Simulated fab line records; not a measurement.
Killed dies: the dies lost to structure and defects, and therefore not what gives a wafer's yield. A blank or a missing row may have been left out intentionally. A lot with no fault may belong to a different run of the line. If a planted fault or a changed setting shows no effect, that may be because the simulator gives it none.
A lot that was struck, set against a sound lot    flow n5 finfet    41 steps out of a route of 1938
Sound: these wafers, L559.1, L559.2, L559.6. Struck: wafer L547.3 (L547.2, L547.5, from the same lot, were not struck and are left out); the cause is given at the end.
At each step with rows: each side's tool, then ch and its chambers, then its first start. Under that, the readings that differ: sound wafers    struck wafers    difference of the means    sigmas: that difference in standard deviations of wafers without a fault.
alike: readings whose means differ by less than 2 such deviations, and words and numbers that are the same on both sides. not compared: withheld readings, readings that some wafer has no value for, bounds like >300 that may hide the same value, and numbers for which the record gives no deviation and whose values overlap.
Wherever a step has rows on one side only, a row that says differs or no value, or a row with sigmas, the two part there. Numbers that don't overlap but have no deviation are shown without sigmas and don't part them. Lack of a reading on every wafer of one side parts them only where that side has two or more wafers.

first, 12 steps without rows for these wafers: N5_SD_EPI_N_STRIP_36 (strips in N2/H2); N5_SD_EPI_N_ETCHBACK_44 (etches SiNx in CH3F/O2, stops on SiO2, target depth 14.5 nm); N5_SD_EPI_N_ETCH_45 (etches SiOCN in CH3F/O2, target depth 6 nm); N5_SD_EPI_N_ETCH_16 (etches SiO2 in CHF3/O2, target depth 5 nm); N5_SD_EPI_N_STRIP_47 (strips in CHF3/O2); N5_SD_EPI_N_SD_RECESS_17 (chemistry HBr/Cl2/O2, target depth 41 nm, time 23.7 s, bt time 3 s); N5_SD_EPI_N_STRIP_38 (strips in N2/H2); N5_SD_EPI_N_WET_ETCH_43 (etches SiO2 in dHF, time 14 s, target depth 1.5 nm); N5_SD_EPI_N_STRIP_18 (strips in SPM, time 750 s); N5_SD_EPI_N_SRD_20 (time 30 s); N5_SD_EPI_N_PRECLEAN_48 (cleans in NF3:NH3, afs cycles 2, time 20 s, sublimation time 60 s); N5_SD_EPI_N_VAPOR_ETCH_50 (etches Si in HCl, time 54 s).
N5_SD_EPI_N_EPI_21: deposits Si:P, time 690 s.
  sound on epi rpcvd-02 ch 0, day 8 20:53; struck on epi rpcvd-01 ch 0, day 6 01:43
reading                                    sound           struck  difference  sigmas
epi growth time s (s)                      690 690 690     501.44  -188.56     
model.Si-P_of_SD_EPI_N_EPI_21.thk nm (nm)  58.4 58.8 58.2  47.2    -11.3       
N5_SD_EPI_N_EPI_MEAS_23:
  sound on film metro-02, day 8 22:36; struck on film metro-02, day 6 03:38
reading      sound           struck  difference  sigmas
thk nm (nm)  59.3 58.9 59.3  46.3    -12.9       -11
then, 24 steps without rows for these wafers: N5_SD_EPI_N_PRECLEAN_24 (cleans in O3/DIW, time 60 s); N5_SD_EPI_N_SRD_25 (time 30 s); N5_SD_EPI_N_PRECLEAN_49 (cleans in NF3:NH3, afs cycles 1, time 20 s, sublimation time 60 s); N5_SD_EPI_N_LINER_46 (material SiNx, target thk 3 nm); N5_SD_EPI_P_COAT_34 (time 60 s, resist thk 350 nm); N5_SD_EPI_P_COAT_35 (time 60 s, resist thk 35 nm); N5_SD_EPI_P_COAT_03 (resist thk 150 nm); N5_SD_EPI_P_EBR_05; N5_SD_EPI_P_SOFTBAKE_04 (time 60 s); N5_SD_EPI_P_EXPOSE_06 (exposes mask SD P BLK, target cd 240 nm); N5_SD_EPI_P_PEB_07 (peb time 60 s); N5_SD_EPI_P_DEVELOP_08 (develop time 30 s); N5_SD_EPI_P_DESCUM_14 (chemistry O2, time 7.9 s); N5_SD_EPI_P_ETCH_36 (etches SiARC in CF4, target depth 45.5 nm, time 75.8 s); N5_SD_EPI_P_ETCH_37 (etches SOC in N2/H2, overetch 108 nm, time 486 s); N5_SD_EPI_P_STRIP_38 (strips in N2/H2); N5_SD_EPI_P_ETCHBACK_46 (etches SiNx in CH3F/O2, stops on SiO2, target depth 17.5 nm); N5_SD_EPI_P_ETCH_47 (etches SiOCN in CH3F/O2, target depth 25 nm); N5_SD_EPI_P_ETCH_16 (etches SiO2 in CHF3/O2, target depth 5 nm); N5_SD_EPI_P_STRIP_50 (strips in CHF3/O2); N5_SD_EPI_P_SD_RECESS_17 (chemistry HBr/Cl2/O2, target depth 39.1 nm, bt time 3 s); N5_SD_EPI_P_WET_ETCH_45 (etches SiO2 in dHF, time 10.7 s, target depth 2 nm, rinse time 30 s); N5_SD_EPI_P_STRIP_40 (strips in N2/H2); N5_SD_EPI_P_PRECLEAN_52 (cleans in O3/DIW, time 60 s).
N5_SD_EPI_P_PRECLEAN_24: cleans in O3/DIW, time 45 s.
  sound on wet bench-03 ch 2,3,4, day 9 03:26; struck on wet bench-03 ch 4, day 6 09:59
reading                                    sound         struck  difference  sigmas
model.Si-P_of_SD_EPI_N_EPI_21.thk nm (nm)  57.6 58 57.4  46.4    -11.3       
N5_SD_ACTIVATION_RS_MEAS_03: measurement is done with a four-point probe.
  sound on film metro-02, day 9 03:56; struck on film metro-02, day 6 10:31
reading           sound           struck  difference  sigmas
RS_SD_N (ohm/sq)  22.0 22.0 22.0  27.3    +5.3        +16
  alike: RS_SD_P
-- here the record skips 5 days between the struck wafers' starts before and after, leaving off in module SD_ACTIVATION and picking up in module BEOL_M4 (first step shown: number 1111 of the route) --
N5_BEOL_M4_RC_MEAS_101:
  sound on prober-01 ch 0, day 15 04:20; struck on prober-01 ch 0, day 11 21:02
reading           sound           struck  difference  sigmas
REXT_N (ohm.um)   78.6 76.7 78.6  85.8    +7.8        +4
RS_SD_N (ohm/sq)  28.7 28.6 29.0  35.6    +6.8        +15
  alike: DIBL_N, DIBL_P, IOFF_N, IOFF_P, ION_N, ION_P, SS_N, SS_P, VT_N, VT_P

WHERE THEY PART
Earliest at N5_SD_EPI_N_EPI_MEAS_23; latest, in this record, at N5_BEOL_M4_RC_MEAS_101.

WHY: what the simulator had put in
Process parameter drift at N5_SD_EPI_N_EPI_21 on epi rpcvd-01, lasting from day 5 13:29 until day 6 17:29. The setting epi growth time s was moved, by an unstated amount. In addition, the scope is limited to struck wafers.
